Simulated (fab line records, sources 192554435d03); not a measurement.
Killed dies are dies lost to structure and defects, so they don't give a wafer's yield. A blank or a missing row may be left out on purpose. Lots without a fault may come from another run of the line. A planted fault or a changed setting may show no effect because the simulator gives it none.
Split-lot experiment | flow n5_finfet | 7 lots, 21 wafers read, on a route of 1938 steps

THE SPLIT
At N5_MIM_BOT_SPUTTER_00 (material TiN, target thk 35 nm, time 89.7 s), the setting time_s was moved away from the recipe's 89.7 s on 6 of the 21 wafers read, by -6.9% to +11.0%. The other wafers ran this setting at the recipe's value.

The reading is taken at the split's own step.

THE READING
TiN_of_MIM_BOT_SPUTTER_00.thk_nm (the simulator's own value, which no gauge read), in nm, at N5_MIM_BOT_SPUTTER_00 (material TiN, target thk 35 nm, time 89.7 s). The file gives no usual value for it. The 15 wafers here that ran the recipe average 35.1 nm, standard deviation 0.23 nm.

wafer  | tool, chamber at the split | time_s as run, s | against the recipe | TiN_of_MIM_BOT_SPUTTER_00.thk_nm, nm | against lot-mates on the recipe
L075.1 | pvd_sputter-02, -          | 89.7             | recipe             | 34.8                                 | -
L075.3 | pvd_sputter-02, -          | 83.48            | -6.9%              | 32.8                                 | -2.2
L075.4 | pvd_sputter-02, -          | 89.7             | recipe             | 35.2                                 | -
L081.1 | pvd_sputter-01, -          | 99.59            | +11.0%             | 39.4                                 | +3.8
L081.6 | pvd_sputter-01, -          | 99.59            | +11.0%             | 39.4                                 | +3.8
L081.2 | pvd_sputter-01, -          | 89.7             | recipe             | 35.6                                 | -
L086.3 | pvd_sputter-01, -          | 89.7             | recipe             | 35.2                                 | -
L086.5 | pvd_sputter-01, -          | 89.7             | recipe             | 35.2                                 | -
L086.6 | pvd_sputter-01, -          | 89.7             | recipe             | 35.4                                 | -
L090.1 | pvd_sputter-01, -          | 97.51            | +8.7%              | 38.2                                 | +3.1
L090.3 | pvd_sputter-01, -          | 89.7             | recipe             | 35.2                                 | -
L090.6 | pvd_sputter-01, -          | 89.7             | recipe             | 35                                   | -
L094.1 | pvd_sputter-02, -          | 96.35            | +7.4%              | 37.4                                 | +2.6
L094.3 | pvd_sputter-02, -          | 96.35            | +7.4%              | 37.8                                 | +3.0
L094.5 | pvd_sputter-02, -          | 89.7             | recipe             | 34.8                                 | -
L095.1 | pvd_sputter-01, -          | 89.7             | recipe             | 34.8                                 | -
L095.2 | pvd_sputter-01, -          | 89.7             | recipe             | 35.2                                 | -
L095.4 | pvd_sputter-01, -          | 89.7             | recipe             | 35                                   | -
L097.3 | pvd_sputter-01, -          | 89.7             | recipe             | 35.2                                 | -
L097.4 | pvd_sputter-01, -          | 89.7             | recipe             | 35                                   | -
L097.6 | pvd_sputter-01, -          | 89.7             | recipe             | 35.4                                 | -

THE FIT
A straight line over all 21 wafers: TiN_of_MIM_BOT_SPUTTER_00.thk_nm changes by +0.363 nm for each +1% of time_s; r = +0.99; the points scatter about the line by 0.24 nm.
The same after taking each lot's own level away (the mean of its wafers on the recipe; 21 wafers): +0.349 nm for each +1%; r = +1.00; scatter 0.16 nm.
On that fit, the largest move of time_s shifts the reading by 3.8 nm.
The lots' own levels span 34.80 to 35.60 nm, that is 3.5 times the standard deviation above.
So the lot-to-lot level changes the slope little: the two slopes agree.
Check: with one of the wafers moved furthest among these (+11.0%) left out of the fit, the line predicts +3.9 nm for it against its lot-mates. It came out at +3.8 nm against them.

OTHER SPLITS ON THESE WAFERS
These wafers also went through other splits before the reading. Each is held against what the fit with the lots' levels taken away leaves over:
other split on the same wafers    | wafers away from the commonest value | r with TiN_of_MIM_BOT_SPUTTER_00.thk_nm (lot level and that fit taken away)
N5_BEOL_M13_TRENCH_ETCH_34 time_s | 4                                    | -0.35
N5_BEOL_M14_DEP_53 time_s         | 6                                    | +0.06
N5_BEOL_M15_ILD_DEP_00 time_s     | 9                                    | -0.03

THE FILE'S OWN FIT
TiN_of_MIM_BOT_SPUTTER_00.thk_nm changes by +0.349 nm for each +1% of time_s, r = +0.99.
